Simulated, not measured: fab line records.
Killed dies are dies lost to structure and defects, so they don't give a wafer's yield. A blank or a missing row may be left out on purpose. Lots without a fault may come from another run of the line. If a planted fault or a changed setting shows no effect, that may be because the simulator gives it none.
Which tool is to blame? -- flow n5-finfet -- 10 lots with 30 wafers sampled at 5 steps, on a route of 1938 steps

WHAT EACH GAUGE READ, for each wafer
N5_BEOL_M2_THK_MEAS_01.
lot,measured,on,M2_ILD_THK (nm)
L745,day 6 10:29,film-metro-01,81.5 80.9 80.7
L746,day 6 17:44,film-metro-02,78.6 78.9 79.0
L747,day 7 02:44,film-metro-01,78.6 77.8 78.7
L750,day 8 13:59,film-metro-01,78.0 79.7 78.6
L752,day 8 21:38,film-metro-01,105.6 79.3 107.1
L751,day 9 00:34,film-metro-02,104.3 104.9 78.7
L754,day 9 04:28,film-metro-02,78.5 78.8 79.6
L762,day 11 05:01,film-metro-02,78.9 80.0 80.3
L765,day 11 22:40,film-metro-01,79.2 79.5 80.4
L766,day 12 06:25,film-metro-01,78.7 78.3 79.1

WHAT TOOL EACH LOT RAN ON (gives the tool, then ch and the chambers of the sampled wafers, and finally the start)
lot,N5_BEOL_M1_SPUTTER_90,N5_BEOL_M1_SPUTTER_96,N5_BEOL_M1_CMP_52,N5_BEOL_M2_ILD_DEP_00
L745,"pvd-sputter-03, day 6 08:34","pvd-sputter-03, day 6 09:14","cmp-04 ch 0,1, day 6 09:50","pecvd-01 ch 0,1,2, day 6 10:26"
L746,"pvd-sputter-01, day 6 15:53","pvd-sputter-01, day 6 16:33","cmp-04 ch 1,2,3, day 6 17:07","pecvd-04 ch 1,2, day 6 17:40"
L747,"pvd-sputter-01, day 7 00:51","pvd-sputter-01, day 7 01:31","cmp-04 ch 1,2,3, day 7 02:02","pecvd-01 ch 0,1,2, day 7 02:40"
L750,"pvd-sputter-02, day 8 12:08","pvd-sputter-02, day 8 12:48","cmp-04 ch 0,1,3, day 8 13:23","pecvd-04 ch 0,1,2, day 8 13:55"
L752,"pvd-sputter-02, day 8 19:31","pvd-sputter-02, day 8 20:11","cmp-02 ch 0,1,2, day 8 20:56","pecvd-04 ch 0,2, day 8 21:34"
L751,"pvd-sputter-02, day 8 22:26","pvd-sputter-02, day 8 23:06","cmp-04 ch 1,2, day 8 23:52","pecvd-04 ch 0,1,2, day 9 00:29"
L754,"pvd-sputter-03, day 9 02:34","pvd-sputter-03, day 9 03:14","cmp-02 ch 0,1,3, day 9 03:44","pecvd-03 ch 0,2, day 9 04:23"
L762,"pvd-sputter-02, day 11 02:55","pvd-sputter-02, day 11 03:34","cmp-01 ch 0,1,3, day 11 04:20","pecvd-01 ch 0,1,2, day 11 04:56"
L765,"pvd-sputter-01, day 11 20:49","pvd-sputter-01, day 11 21:29","cmp-02 ch 0,2,3, day 11 22:03","pecvd-01 ch 0,2, day 11 22:35"
L766,"pvd-sputter-03, day 12 04:24","pvd-sputter-03, day 12 05:04","cmp-04 ch 1,2,3, day 12 05:46","pecvd-01 ch 1,2, day 12 06:21"
- N5_BEOL_M1_SPUTTER_90: material Cu, target thk 4.5 nm, time 8.29 s.
- N5_BEOL_M1_SPUTTER_96: material Cu, target thk 4.5 nm, time 8.29 s.
- N5_BEOL_M1_CMP_52: polishes, stops on SiOC, t overpolish 6.8 s, target thk 40 nm.
- N5_BEOL_M2_ILD_DEP_00: deposits SiOC from DEMS/O2, target thk 79 nm, time 15.3 s.

THE ANSWER, worked out from the rows above alone
Rule: the lots themselves supply what counts as usual. The widest of any qualifying gaps counts: lots, ordered by their means at a reading, are off when they make up no more than a third of the lots, leave a main group of 4 or more, and stand apart from it by 3 or more times the standard deviation of that group's means. Not used: any main group whose means are identical at the precision the tables above print for the reading. A lot without any number at a reading at which 4 lots or more have one is off too. Any other lot the step has rows for is counted as sound.
Off: L752, L751, seen at N5_BEOL_M2_THK_MEAS_01 (M2_ILD_THK). The main group has a mean of 79.3 nm with a standard deviation of 0.81.
A tool fits if, at a process step before that reading, it ran every lot that is off, and no sound lot after the first of them. Gauges at N5_BEOL_M2_THK_MEAS_01: tried the same way as those tools. One fits: pecvd-04 at N5_BEOL_M2_ILD_DEP_00. A fault onset in the window from L750 (day 8 13:55, its last sound lot) to L752 (day 8 21:34, its first lot off) fits.

WHAT THE SIMULATOR HAD PUT IN
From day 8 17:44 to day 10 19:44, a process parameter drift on pecvd-04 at N5_BEOL_M2_ILD_DEP_00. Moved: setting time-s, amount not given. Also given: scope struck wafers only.
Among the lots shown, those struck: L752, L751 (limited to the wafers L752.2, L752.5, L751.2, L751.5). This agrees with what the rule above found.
